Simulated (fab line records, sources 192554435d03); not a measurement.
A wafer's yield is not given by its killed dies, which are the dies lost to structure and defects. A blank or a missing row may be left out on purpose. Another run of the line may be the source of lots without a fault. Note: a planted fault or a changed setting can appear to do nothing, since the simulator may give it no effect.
Split-lot trial || flow n5Finfet || 7 lots, 39 wafers read, on a route of 1938 steps

== THE SPLIT ==
At N5_BEOL_M6_ILD_DEP_00 (deposits SiCOH lowk from DEMS/porogen, target thk 179.75 nm, time 33.4 s), the setting timeS was moved away from the recipe's 33.4 s on 12 of the 39 wafers read, by -44.8% to +43.9%. The other wafers ran this setting at the recipe's value.

== BETWEEN THE SPLIT AND THE READING: the file shows 1 step in between ==
- N5_BEOL_M6_CURE_74: cures SiCOH lowk, time 240 s

== THE READING ==
M6_ILD_THK, in nm, at N5_BEOL_M6_THK_MEAS_01. On this fab line, fault-free wafers typically give 155.5 nm with a standard deviation of 2.3 nm.

{"wafer": "L076.2", "tool, chamber at the split": "pecvd-03, 2", "timeS as run, s": 33.4, "against the recipe": "recipe", "M6_ILD_THK, nm": 155.8, "against lot-mates on the recipe": "-"}
{"wafer": "L076.3", "tool, chamber at the split": "pecvd-03, 0", "timeS as run, s": 33.4, "against the recipe": "recipe", "M6_ILD_THK, nm": 155.4, "against lot-mates on the recipe": "-"}
{"wafer": "L076.5", "tool, chamber at the split": "pecvd-03, 0", "timeS as run, s": 33.4, "against the recipe": "recipe", "M6_ILD_THK, nm": 155.6, "against lot-mates on the recipe": "-"}
{"wafer": "L080.1", "tool, chamber at the split": "pecvd-01, 1", "timeS as run, s": 33.4, "against the recipe": "recipe", "M6_ILD_THK, nm": 154.0, "against lot-mates on the recipe": "-"}
{"wafer": "L080.2", "tool, chamber at the split": "pecvd-01, 0", "timeS as run, s": 33.4, "against the recipe": "recipe", "M6_ILD_THK, nm": 154.4, "against lot-mates on the recipe": "-"}
{"wafer": "L080.3", "tool, chamber at the split": "pecvd-01, 0", "timeS as run, s": 33.4, "against the recipe": "recipe", "M6_ILD_THK, nm": 156.0, "against lot-mates on the recipe": "-"}
{"wafer": "L080.4", "tool, chamber at the split": "pecvd-01, 1", "timeS as run, s": 33.4, "against the recipe": "recipe", "M6_ILD_THK, nm": 156.3, "against lot-mates on the recipe": "-"}
{"wafer": "L080.5", "tool, chamber at the split": "pecvd-01, 1", "timeS as run, s": 33.4, "against the recipe": "recipe", "M6_ILD_THK, nm": 155.5, "against lot-mates on the recipe": "-"}
{"wafer": "L080.6", "tool, chamber at the split": "pecvd-01, 0", "timeS as run, s": 33.4, "against the recipe": "recipe", "M6_ILD_THK, nm": 156.4, "against lot-mates on the recipe": "-"}
{"wafer": "L083.1", "tool, chamber at the split": "pecvd-04, 2", "timeS as run, s": 33.4, "against the recipe": "recipe", "M6_ILD_THK, nm": 150.5, "against lot-mates on the recipe": "-"}
{"wafer": "L083.2", "tool, chamber at the split": "pecvd-04, 1", "timeS as run, s": 33.4, "against the recipe": "recipe", "M6_ILD_THK, nm": 152.7, "against lot-mates on the recipe": "-"}
{"wafer": "L083.3", "tool, chamber at the split": "pecvd-04, 0", "timeS as run, s": 33.4, "against the recipe": "recipe", "M6_ILD_THK, nm": 152.8, "against lot-mates on the recipe": "-"}
{"wafer": "L083.4", "tool, chamber at the split": "pecvd-04, 1", "timeS as run, s": 33.4, "against the recipe": "recipe", "M6_ILD_THK, nm": 156.2, "against lot-mates on the recipe": "-"}
{"wafer": "L083.5", "tool, chamber at the split": "pecvd-04, 2", "timeS as run, s": 33.4, "against the recipe": "recipe", "M6_ILD_THK, nm": 154.9, "against lot-mates on the recipe": "-"}
{"wafer": "L083.6", "tool, chamber at the split": "pecvd-04, 0", "timeS as run, s": 33.4, "against the recipe": "recipe", "M6_ILD_THK, nm": 154.6, "against lot-mates on the recipe": "-"}
{"wafer": "L085.1", "tool, chamber at the split": "pecvd-01, 2", "timeS as run, s": 33.4, "against the recipe": "recipe", "M6_ILD_THK, nm": 156.9, "against lot-mates on the recipe": "-"}
{"wafer": "L085.2", "tool, chamber at the split": "pecvd-01, 1", "timeS as run, s": 18.44, "against the recipe": "-44.8%", "M6_ILD_THK, nm": 89.3, "against lot-mates on the recipe": -69.2}
{"wafer": "L085.3", "tool, chamber at the split": "pecvd-01, 0", "timeS as run, s": 18.44, "against the recipe": "-44.8%", "M6_ILD_THK, nm": 89.1, "against lot-mates on the recipe": -69.4}
{"wafer": "L085.4", "tool, chamber at the split": "pecvd-01, 1", "timeS as run, s": 18.44, "against the recipe": "-44.8%", "M6_ILD_THK, nm": 90.7, "against lot-mates on the recipe": -67.8}
{"wafer": "L085.5", "tool, chamber at the split": "pecvd-01, 0", "timeS as run, s": 33.4, "against the recipe": "recipe", "M6_ILD_THK, nm": 160.3, "against lot-mates on the recipe": "-"}
{"wafer": "L085.6", "tool, chamber at the split": "pecvd-01, 2", "timeS as run, s": 33.4, "against the recipe": "recipe", "M6_ILD_THK, nm": 158.4, "against lot-mates on the recipe": "-"}
{"wafer": "L091.1", "tool, chamber at the split": "pecvd-01, 2", "timeS as run, s": 33.4, "against the recipe": "recipe", "M6_ILD_THK, nm": 155.0, "against lot-mates on the recipe": "-"}
{"wafer": "L091.2", "tool, chamber at the split": "pecvd-01, 1", "timeS as run, s": 33.4, "against the recipe": "recipe", "M6_ILD_THK, nm": 155.8, "against lot-mates on the recipe": "-"}
{"wafer": "L091.3", "tool, chamber at the split": "pecvd-01, 0", "timeS as run, s": 48.06, "against the recipe": "+43.9%", "M6_ILD_THK, nm": 222.8, "against lot-mates on the recipe": "+66.4"}
{"wafer": "L091.4", "tool, chamber at the split": "pecvd-01, 2", "timeS as run, s": 48.06, "against the recipe": "+43.9%", "M6_ILD_THK, nm": 227.5, "against lot-mates on the recipe": "+71.1"}
{"wafer": "L091.5", "tool, chamber at the split": "pecvd-01, 0", "timeS as run, s": 48.06, "against the recipe": "+43.9%", "M6_ILD_THK, nm": 225.5, "against lot-mates on the recipe": "+69.1"}
{"wafer": "L091.6", "tool, chamber at the split": "pecvd-01, 1", "timeS as run, s": 33.4, "against the recipe": "recipe", "M6_ILD_THK, nm": 158.3, "against lot-mates on the recipe": "-"}
{"wafer": "L090.1", "tool, chamber at the split": "pecvd-03, 2", "timeS as run, s": 33.4, "against the recipe": "recipe", "M6_ILD_THK, nm": 156.1, "against lot-mates on the recipe": "-"}
{"wafer": "L090.2", "tool, chamber at the split": "pecvd-03, 1", "timeS as run, s": 33.4, "against the recipe": "recipe", "M6_ILD_THK, nm": 154.6, "against lot-mates on the recipe": "-"}
{"wafer": "L090.3", "tool, chamber at the split": "pecvd-03, 0", "timeS as run, s": 42.23, "against the recipe": "+26.4%", "M6_ILD_THK, nm": 198.6, "against lot-mates on the recipe": "+41.5"}
{"wafer": "L090.4", "tool, chamber at the split": "pecvd-03, 1", "timeS as run, s": 42.23, "against the recipe": "+26.4%", "M6_ILD_THK, nm": 196.5, "against lot-mates on the recipe": "+39.4"}
{"wafer": "L090.5", "tool, chamber at the split": "pecvd-03, 0", "timeS as run, s": 33.4, "against the recipe": "recipe", "M6_ILD_THK, nm": 160.5, "against lot-mates on the recipe": "-"}
{"wafer": "L090.6", "tool, chamber at the split": "pecvd-03, 2", "timeS as run, s": 42.23, "against the recipe": "+26.4%", "M6_ILD_THK, nm": 200.8, "against lot-mates on the recipe": "+43.7"}
{"wafer": "L092.1", "tool, chamber at the split": "pecvd-01, 2", "timeS as run, s": 33.4, "against the recipe": "recipe", "M6_ILD_THK, nm": 155.3, "against lot-mates on the recipe": "-"}
{"wafer": "L092.2", "tool, chamber at the split": "pecvd-01, 0", "timeS as run, s": 40.68, "against the recipe": "+21.8%", "M6_ILD_THK, nm": 189.3, "against lot-mates on the recipe": "+32.1"}
{"wafer": "L092.3", "tool, chamber at the split": "pecvd-01, 1", "timeS as run, s": 40.68, "against the recipe": "+21.8%", "M6_ILD_THK, nm": 188.3, "against lot-mates on the recipe": "+31.1"}
{"wafer": "L092.4", "tool, chamber at the split": "pecvd-01, 2", "timeS as run, s": 40.68, "against the recipe": "+21.8%", "M6_ILD_THK, nm": 190.3, "against lot-mates on the recipe": "+33.1"}
{"wafer": "L092.5", "tool, chamber at the split": "pecvd-01, 0", "timeS as run, s": 33.4, "against the recipe": "recipe", "M6_ILD_THK, nm": 158.9, "against lot-mates on the recipe": "-"}
{"wafer": "L092.6", "tool, chamber at the split": "pecvd-01, 1", "timeS as run, s": 33.4, "against the recipe": "recipe", "M6_ILD_THK, nm": 157.4, "against lot-mates on the recipe": "-"}

FIT RESULTS
A straight line over all 39 wafers: M6_ILD_THK changes by +1.54 nm for each +1% of timeS; r = +1.00; the points scatter about the line by 2.2 nm.
The same after taking each lot's own level away (the mean of its wafers on the recipe; 39 wafers): +1.55 nm for each +1%; r = +1.00; scatter 1.6 nm.
On that fit, the largest move of timeS shifts the reading by 69 nm.
From 153.62 to 158.53 nm: that is the span of the lots' own levels, equal to 2.1 times the standard deviation above.
The two slopes agree, so the slope changes little with the lot-to-lot level.
Check: for one of the wafers moved furthest among these (-44.8%), held out of the fit, the line's prediction against its lot-mates is -69.3 nm. It came out at -69.2 nm against them.

== OTHER SPLITS APPLIED TO THESE WAFERS ==
Other splits were also applied to these wafers ahead of the reading. Each is held against what the fit with the lots' levels taken away leaves over:
{"other split on the same wafers": "N5_ZERO_LAYER_PECVD_02 timeS", "wafers away from the commonest value": 18, "r with M6_ILD_THK (lot level and that fit taken away)": "+0.08"}
{"other split on the same wafers": "N5_ZERO_LAYER_DEVELOP_10 developTimeS", "wafers away from the commonest value": 15, "r with M6_ILD_THK (lot level and that fit taken away)": -0.01}
{"other split on the same wafers": "N5_DUMMY_GATE_PECVD_30 timeS", "wafers away from the commonest value": 15, "r with M6_ILD_THK (lot level and that fit taken away)": "+0.07"}
{"other split on the same wafers": "N5_HKMG_FIN_ETCH_32 targetDepthA", "wafers away from the commonest value": 12, "r with M6_ILD_THK (lot level and that fit taken away)": "+0.17"}
{"other split on the same wafers": "N5_BEOL_M0_SAQP_DESCUM_45 timeS", "wafers away from the commonest value": 12, "r with M6_ILD_THK (lot level and that fit taken away)": "+0.11"}

== THE WHOLE CHAIN: every reading that the file lists as answering this split, in the file's order ==
{"step": "N5_BEOL_M6_ILD_DEP_00", "what it does": "deposits SiCOH lowk from DEMS/porogen, target thk 179.75 nm, time 33.4 s", "reading": "SiCOH_lowk_of_BEOL_M6_ILD_DEP_00.thkNm (the simulator's own value, which no gauge read)", "change (the file's fit)": "+1.78 nm for each +1% of the setting", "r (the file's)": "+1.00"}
{"step": "N5_BEOL_M6_CURE_74", "what it does": "cures SiCOH lowk, time 240 s", "reading": "SiCOH_lowk_of_BEOL_M6_ILD_DEP_00.thkNm (the simulator's own value, which no gauge read)", "change (the file's fit)": "+1.55 nm for each +1% of the setting", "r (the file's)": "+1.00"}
{"step": "N5_BEOL_M6_THK_MEAS_01", "what it does": "", "reading": "M6_ILD_THK", "change (the file's fit)": "+1.55 for each +1% of the setting", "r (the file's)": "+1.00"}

== THE FILE'S OWN FIT ==
M6_ILD_THK changes by +1.55 nm for each +1% of timeS, r = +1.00.
